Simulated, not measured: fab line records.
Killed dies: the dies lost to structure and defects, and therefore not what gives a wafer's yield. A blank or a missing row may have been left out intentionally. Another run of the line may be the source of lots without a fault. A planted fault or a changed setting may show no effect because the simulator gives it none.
fab line records -- flow nand-harc -- part 2 of 2: steps 5 to 6 of 6
[record] lots = 21, wafers = 63, last-day = 25
route steps=1159 shown A_CONTACT@924 A_BLC@982
lots that met no fault: from a run of the same line without faults
start-h: hours from the record's first day to the start of the lot's first wafer shown -- wait-h: time in hours since the lot's previous step -- " the same as in the row above -- L1.1+2: several wafers, shown together as one row -- - no value, or no start was given -- * or withheld: withheld -- < > ~ a bound
route shown NAME@n: NAME is a module with steps in the file, n the number in the route of the first one -- usual: average and standard deviation across the fault-free wafers -- same: alike in all rows -- chamber/n: place in a boat -- sites: the reading at each site -- _std_site: their standard deviation -- _edge_site: the outer-site mean with the inner-site mean subtracted -- radius-mm: for every site, how far away it sits from the centre of the wafer -- mask NAME#n: copy n -- behind: tool/chamber where the wafer was last shaped -- hold: why the lot was held/for how many hours/how that ended -- device: transistor that didn't switch, given as n, p or np -- end of line: the same wafers' tests at the end of the route -- step lacking rows: just its recipe -- killed: dies that structure and defects cost at the first sort, which is not the same as the wafer's yield -- map: per-die view of a wafer (x killed, . not killed, _ where there is no die)
set.NAME: the run value of the setting; set.NAME@STEP: its run value at that earlier step -- model.NAME: the simulator's own value behind a step, which no gauge read
route steps across a sampled set of lots; one table per step, one row per wafer
services: from which hour (start-h, from the record's first day; less than 0 if before it) a tool's chamber was out of use, for how many hours, and why
[[steps]]
[step NHARC_A_CONTACT_STRIP_26]
[recipe] o2-flow-sccm = 500, ar-flow-sccm = 0, bias-w = 0, chemistry = O2
[usual] chamber-pressure-mTorr = 60.00/0.053, drypump-motor-current-A = 5.8/0.43, oes-product-au = 1.000/0.011, rf-vpp-V = 57.7/0.89, showerhead-plenum-p-Torr = 3.51/0.11, throttle-valve-pct = 17.037/0.0093
lot.wafer,tool,chamber,start-h,wait-h,chamber-pressure-mTorr,drypump-motor-current-A,oes-product-au,rf-hours-counter-h,rf-vpp-V,showerhead-plenum-p-Torr,throttle-valve-pct
L074.2,rie-diel-07,1,-,-,59.99,5.6,1.021,56,58.5,3.58,17.034
L074.1,rie-diel-07,0,-,-,60.03,5.5,0.995,54,58.4,3.63,17.033
L074.5,rie-diel-07,2,-,-,59.98,5.9,1.011,-,57.6,3.51,17.032
L077.4,rie-diel-02,0,-,-,60.04,6.0,1.002,24,56.7,3.37,17.053
L077.6,rie-diel-02,0,-,-,60.02,6.0,0.998,-,56.9,3.37,17.050
L077.5,rie-diel-02,1,-,-,59.94,6.2,1.015,-,57.0,3.48,17.023
L078.1,rie-diel-04,0,-,-,59.91,4.8,1.004,22,57.2,3.33,17.039
L078.3,rie-diel-04,1,-,-,59.93,5.7,0.981,19,58.0,3.61,17.040
L078.4,rie-diel-04,1,-,-,60.03,5.7,0.985,-,57.2,3.61,17.044
L079.1,rie-diel-04,0,-,-,59.99,4.9,0.999,24,57.7,3.33,17.036
L079.4,rie-diel-04,2,-,-,60.02,5.8,1.002,-,57.0,3.42,17.042
L079.5,rie-diel-04,0,-,-,60.05,4.9,1.003,-,57.8,3.33,17.037
L080.4,rie-diel-07,0,-,-,60.01,5.5,1.002,3,57.6,3.62,17.032
L080.1,rie-diel-07,1,-,-,59.95,5.7,1.005,3,57.8,3.58,17.037
L080.3,rie-diel-07,2,-,-,60.09,6.0,0.998,3,57.5,3.51,17.023
L081.1,rie-diel-07,1,-,-,60.11,5.7,1.011,8,58.7,3.58,17.048
L081.3,rie-diel-07,0,-,-,60.05,5.5,1.012,7,56.6,3.62,17.042
L081.6,rie-diel-07,1,-,-,59.97,5.7,1.004,-,59.3,3.58,17.044
L082.4,rie-diel-04,1,-,-,60.00,5.7,0.987,28,56.5,3.60,17.030
L082.1,rie-diel-04,2,-,-,60.03,5.8,0.979,27,56.0,3.41,17.031
L082.2,rie-diel-04,0,-,-,60.08,4.9,0.997,32,56.8,3.32,17.043
L084.4,rie-diel-04,1,-,-,59.95,5.7,1.004,28,58.3,3.60,17.052
L084.6,rie-diel-04,0,-,-,60.00,4.8,1.006,-,57.8,3.32,17.052
L084.5,rie-diel-04,1,-,-,59.94,5.7,0.995,-,55.7,3.60,17.034
L085.1,rie-diel-07,3,-,-,60.02,6.2,0.991,10,58.9,3.67,17.026
L085.4,rie-diel-07,0,-,-,59.94,5.5,0.992,12,58.5,3.62,17.044
L085.5,rie-diel-07,2,-,-,59.99,5.9,0.992,-,57.5,3.50,17.037
L086.3,rie-diel-07,2,-,-,59.98,6.0,1.000,15,57.1,3.50,17.030
L086.1,rie-diel-07,1,-,-,60.05,5.7,0.993,15,58.7,3.57,17.032
L086.5,rie-diel-07,3,-,-,60.05,6.2,0.988,-,58.8,3.66,17.036
L088.1,rie-diel-02,2,-,-,59.98,5.8,0.985,46,56.3,3.53,17.038
L088.3,rie-diel-02,0,-,-,60.02,6.0,0.997,45,58.4,3.36,17.044
L088.5,rie-diel-02,2,-,-,60.00,5.8,0.981,-,58.6,3.53,17.028
L087.1,rie-diel-07,0,-,-,60.01,5.5,0.997,15,58.3,3.62,17.046
L087.5,rie-diel-07,2,-,-,60.06,6.0,0.994,-,57.0,3.50,17.044
L087.6,rie-diel-07,3,-,-,59.93,6.2,0.995,-,55.7,3.66,17.030
L089.2,rie-diel-02,3,-,-,59.99,5.3,0.990,57,58.1,3.44,17.043
L089.1,rie-diel-02,0,-,-,60.05,6.0,1.010,59,58.8,3.35,17.031
L089.6,rie-diel-02,2,-,-,59.94,5.8,0.991,-,57.2,3.52,17.050
L092.1,rie-diel-07,3,-,-,60.02,6.2,0.994,28,57.7,3.66,17.047
L092.2,rie-diel-07,1,-,-,60.00,5.7,1.004,30,57.1,3.56,17.043
L092.3,rie-diel-07,2,-,-,60.03,5.9,1.015,31,56.3,3.49,17.031
L090.3,rie-diel-02,1,-,-,60.06,6.2,1.018,62,57.4,3.46,17.021
L090.1,rie-diel-02,3,-,-,59.93,5.3,0.992,59,58.2,3.44,17.033
L090.6,rie-diel-02,2,-,-,60.03,5.8,0.994,-,58.3,3.52,17.036
L091.4,rie-diel-04,2,-,-,60.01,5.7,1.002,6,54.6,3.41,17.033
L091.5,rie-diel-04,1,-,-,59.98,5.7,1.007,-,57.7,3.60,17.023
L091.6,rie-diel-04,2,-,-,59.99,5.8,0.993,-,56.1,3.41,17.029
L093.3,rie-diel-04,3,-,-,60.02,6.5,1.005,8,58.9,3.65,17.045
L093.2,rie-diel-04,1,-,-,59.93,5.7,1.005,7,57.8,3.60,17.032
L093.6,rie-diel-04,0,-,-,59.92,4.9,1.021,-,58.6,3.32,17.028
L094.4,rie-diel-04,0,-,-,59.95,4.8,1.010,8,58.4,3.32,17.032
L094.2,rie-diel-04,1,-,-,60.02,5.7,0.991,8,57.7,3.60,17.025
L094.5,rie-diel-04,1,-,-,60.04,5.7,0.995,-,59.1,3.60,17.036
L096.1,rie-diel-02,0,-,-,59.93,6.0,1.003,0,56.8,3.35,17.056
L096.3,rie-diel-02,1,-,-,60.07,6.2,0.995,0,57.0,3.46,17.038
L096.2,rie-diel-02,2,-,-,59.93,5.8,1.006,0,57.8,3.52,17.048
L095.3,rie-diel-04,2,-,-,60.01,5.8,0.985,9,56.2,3.41,17.014
L095.6,rie-diel-04,2,-,-,60.07,5.8,0.983,-,56.8,3.41,17.044
L095.5,rie-diel-04,3,-,-,59.94,6.6,1.002,-,57.9,3.65,17.039
L097.3,rie-diel-02,3,-,-,60.07,5.3,1.006,6,56.8,3.43,17.025
L097.4,rie-diel-02,1,-,-,59.95,6.2,0.991,5,56.8,3.45,17.036
L097.6,rie-diel-02,0,-,-,60.01,6.0,0.992,-,58.1,3.35,17.022
[step NHARC_A_BLC_STRIP_29]
[recipe] cf4-flow-sccm = 150, ar-flow-sccm = 0, bias-w = 0, chemistry = CF4
[usual] chamber-pressure-mTorr = 50.00/0.044, drypump-motor-current-A = 5.6/0.32, oes-product-au = 1.002/0.014, rf-vpp-V = 59.2/0.91, showerhead-plenum-p-Torr = 1.76/0.064, throttle-valve-pct = 13.283/0.0079
lot.wafer,tool,chamber,start-h,wait-h,chamber-pressure-mTorr,drypump-motor-current-A,oes-product-au,rf-hours-counter-h,rf-vpp-V,showerhead-plenum-p-Torr,throttle-valve-pct
L074.1,rie-diel-13,2,402.09,0.1,49.97,5.8,0.997,11,59.1,1.66,13.300
L074.2,rie-diel-13,1,402.09,0.1,50.00,5.6,1.001,11,59.6,1.75,13.292
L074.5,rie-diel-13,3,402.09,0.1,50.05,5.3,0.987,-,58.8,1.77,13.263
L077.4,rie-diel-09,3,407.17,0.1,49.99,4.9,0.988,16,60.0,1.77,13.270
L077.5,rie-diel-09,0,407.17,0.1,50.00,5.4,1.015,-,59.9,1.84,13.291
L077.6,rie-diel-09,1,407.17,0.1,49.99,5.9,0.996,-,58.7,1.78,13.282
L078.1,rie-diel-09,3,414.52,0.1,50.01,4.9,1.001,17,58.6,1.77,13.274
L078.4,rie-diel-09,1,414.52,0.1,50.02,5.9,0.989,19,59.3,1.78,13.282
L078.3,rie-diel-09,2,414.52,0.1,50.04,5.9,1.015,17,60.1,1.66,13.287
L079.1,rie-diel-09,3,423.75,0.1,50.04,4.9,0.993,18,60.0,1.77,13.276
L079.4,rie-diel-09,1,423.75,0.1,50.00,5.9,1.002,20,58.9,1.78,13.291
L079.5,rie-diel-09,3,423.75,0.1,49.97,4.9,1.009,-,58.7,1.77,13.273
L080.4,rie-diel-09,0,430.79,0.1,49.96,5.4,1.019,20,59.3,1.84,13.287
L080.1,rie-diel-09,1,430.79,0.1,50.04,5.9,1.007,21,59.4,1.78,13.288
L080.3,rie-diel-09,3,430.79,0.1,50.00,4.9,1.006,19,59.3,1.77,13.279
L081.1,rie-diel-13,3,438.24,0.1,50.03,5.3,0.996,15,59.9,1.77,13.288
L081.3,rie-diel-13,2,438.24,0.1,49.89,5.8,0.998,15,58.7,1.66,13.276
L081.6,rie-diel-13,3,438.24,0.1,50.03,5.3,0.981,-,56.5,1.77,13.295
L082.1,rie-diel-13,0,446.69,0.1,49.96,5.6,0.977,15,60.1,1.82,13.280
L082.4,rie-diel-13,1,446.69,0.1,50.03,5.6,0.996,13,59.2,1.75,13.286
L082.2,rie-diel-13,3,446.69,0.1,50.02,5.3,1.000,15,58.1,1.77,13.293
L084.4,rie-diel-13,0,449.55,0.1,50.08,5.6,0.982,15,59.0,1.82,13.281
L084.5,rie-diel-13,3,449.55,0.1,49.97,5.3,0.986,-,59.8,1.77,13.281
L084.6,rie-diel-13,0,449.55,0.1,50.01,5.6,0.972,-,59.5,1.82,13.282
L085.4,rie-diel-01,2,456.05,0.1,50.01,5.7,1.014,49,60.4,1.89,13.290
L085.1,rie-diel-01,3,456.05,0.1,49.98,5.9,1.008,51,60.2,1.66,13.284
L085.5,rie-diel-01,3,456.05,0.1,50.04,5.9,1.002,-,59.1,1.66,13.275
L086.1,rie-diel-13,3,462.69,0.1,50.00,5.3,1.003,0,59.6,1.77,13.271
L086.3,rie-diel-13,2,462.69,0.1,49.96,5.8,0.996,0,58.3,1.66,13.286
L086.5,rie-diel-13,3,462.69,0.1,50.07,5.3,1.003,-,59.5,1.77,13.289
L088.1,rie-diel-13,3,464.28,0.1,49.98,5.3,0.997,0,59.4,1.77,13.282
L088.3,rie-diel-13,0,464.28,0.1,49.99,5.6,0.981,0,58.4,1.82,13.274
L088.5,rie-diel-13,2,464.28,0.1,50.02,5.8,0.993,-,59.4,1.66,13.288
L087.1,rie-diel-09,1,465.84,0.1,50.02,5.9,0.999,4,59.9,1.78,13.274
L087.6,rie-diel-09,2,465.84,0.1,49.94,5.9,1.017,-,58.2,1.66,13.288
L087.5,rie-diel-09,3,465.84,0.1,49.99,4.9,1.009,-,58.0,1.77,13.275
L089.1,rie-diel-09,1,506.08,0.1,49.96,5.9,1.013,9,58.8,1.78,13.281
L089.2,rie-diel-09,3,506.08,0.1,49.98,4.9,1.012,8,59.6,1.77,13.264
L089.6,rie-diel-09,0,506.08,0.1,50.00,5.4,1.040,-,57.9,1.84,13.279
L092.1,rie-diel-13,0,506.81,0.1,49.97,5.5,0.971,3,60.1,1.81,13.282
L092.2,rie-diel-13,1,506.81,0.1,49.97,5.6,1.001,3,58.1,1.75,13.295
L092.3,rie-diel-13,3,506.81,0.1,50.04,5.3,1.005,3,58.3,1.77,13.283
L090.3,rie-diel-09,2,507.60,0.1,49.92,5.9,1.002,9,59.9,1.66,13.294
L090.1,rie-diel-09,3,507.60,0.1,50.03,4.9,1.011,9,60.0,1.77,13.278
L090.6,rie-diel-09,1,507.60,0.1,49.94,5.9,1.004,-,58.5,1.78,13.274
L091.4,rie-diel-09,0,508.35,0.1,50.01,5.4,1.016,5,58.2,1.84,13.285
L091.6,rie-diel-09,1,508.35,0.1,49.98,5.9,1.006,-,59.4,1.78,13.282
L091.5,rie-diel-09,2,508.35,0.1,50.07,5.9,1.003,-,58.7,1.66,13.293
L093.3,rie-diel-09,3,512.07,0.1,49.96,4.9,1.014,10,59.7,1.77,13.268
L093.2,rie-diel-09,1,512.07,0.1,50.04,5.9,1.001,10,60.0,1.78,13.278
L093.6,rie-diel-09,3,512.07,0.1,49.97,4.9,1.018,-,59.7,1.77,13.276
L094.4,rie-diel-13,2,518.21,0.1,49.95,5.8,1.004,5,58.3,1.66,13.281
L094.2,rie-diel-13,3,518.21,0.1,50.00,5.3,0.994,5,59.8,1.77,13.271
L094.5,rie-diel-13,1,518.21,0.1,50.02,5.6,1.003,-,58.7,1.75,13.295
L096.1,rie-diel-13,0,519.80,0.1,50.00,5.6,0.968,5,59.4,1.81,13.288
L096.2,rie-diel-13,1,519.80,0.1,50.02,5.6,0.996,5,59.6,1.75,13.291
L096.3,rie-diel-13,2,519.80,0.1,49.99,5.8,1.017,5,58.6,1.66,13.266
L095.3,rie-diel-13,3,526.06,0.1,49.96,5.3,1.008,6,59.6,1.77,13.280
L095.5,rie-diel-13,2,526.06,0.1,50.02,5.8,1.008,-,58.6,1.66,13.285
L095.6,rie-diel-13,3,526.06,0.1,49.94,5.3,1.003,-,58.5,1.77,13.293
L097.4,rie-diel-13,0,536.43,0.1,50.00,5.5,0.980,6,61.0,1.81,13.297
L097.3,rie-diel-13,2,536.43,0.1,50.01,5.8,1.014,6,58.9,1.66,13.275
L097.6,rie-diel-13,3,536.43,0.1,50.03,5.3,1.009,-,58.0,1.77,13.269
[[services]]
tool,chamber,start-h,hours,kind
rie-diel-04,0,371.99,-,clean
rie-diel-04,1,371.99,-,clean
rie-diel-04,2,371.99,-,clean
rie-diel-04,3,371.99,-,clean
pecvd-04,-,376.41,13.0,pm
rie-diel-04,0,396.49,-,clean
rie-diel-01,3,398.37,5.3,repair
rie-diel-04,3,404.91,21.6,repair
rie-diel-07,-,405.20,9.0,pm
pecvd-01,-,418.50,13.0,pm
rie-diel-13,1,422.44,14.9,repair
rie-diel-09,-,431.10,9.0,pm
rie-diel-01,2,443.58,1.5,repair
rie-diel-04,0,448.06,6.4,repair
rie-diel-09,0,448.41,9.2,repair
rie-diel-13,-,453.01,9.0,pm
rie-diel-04,-,466.28,9.0,pm
pecvd-02,2,466.79,20.7,repair
rie-diel-09,0,476.79,9.7,repair
rie-diel-04,2,483.06,4.3,repair
pecvd-02,0,487.25,6.2,repair
rie-diel-01,-,491.86,9.0,pm
rie-diel-02,-,505.01,9.0,pm
pecvd-02,-,515.61,13.0,pm
